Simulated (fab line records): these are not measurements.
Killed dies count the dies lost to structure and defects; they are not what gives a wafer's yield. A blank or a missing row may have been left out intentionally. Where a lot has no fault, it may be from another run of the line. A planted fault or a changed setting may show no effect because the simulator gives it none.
Matching of chambers	flow n5_finfet	3 sister chambers for N5_BEOL_M4_ETCH_74 on rie_diel-04
The step etches underlayer in N2/H2, target depth 6.5 nm, time 5.2 s. 3 wafers are shown with their chamber, then 7 later ones without.

== WAFERS WITH THEIR CHAMBER ==
wafer	chamber	drypump_motor_current_A (A)
L081.5	2	6.0
L087.1	1	6.0
L087.2	0	5.4

== WAFERS WITHOUT THEIR CHAMBER ==
wafer	drypump_motor_current_A (A)
L087.3	5.9
L094.1	6.0
L094.3	5.9
L094.4	5.4
L096.1	5.4
L096.3	6.0
L096.6	5.5

== THE CHAMBER EACH PASSED THROUGH ==
wafer	from the rows above	in truth
L087.3	can't be placed: 1 or 2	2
L094.1	can't be placed: 1 or 2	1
L094.3	can't be placed: 1 or 2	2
L094.4	0	0
L096.1	0	0
L096.3	can't be placed: 1 or 2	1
L096.6	0	0
Placed correctly: 3 of 7. Can't be placed from these rows: 4 (the true chamber is among the candidates in 4). Placed wrongly: 0.
How it was worked out, from the rows above alone: a wafer's distance from a chamber is the root of the sum, over the readings, of the square of ((its reading less the chamber's mean) divided by the reading's scatter). The wafer belongs to the nearest chamber; if the next one is less than 2 further off, it can't be placed. Each chamber's mean is taken over the wafers shown for it. The scatter (one wafer shown for each chamber): square how far every hidden wafer sits from the nearest shown wafer, average those squares and take the square root.
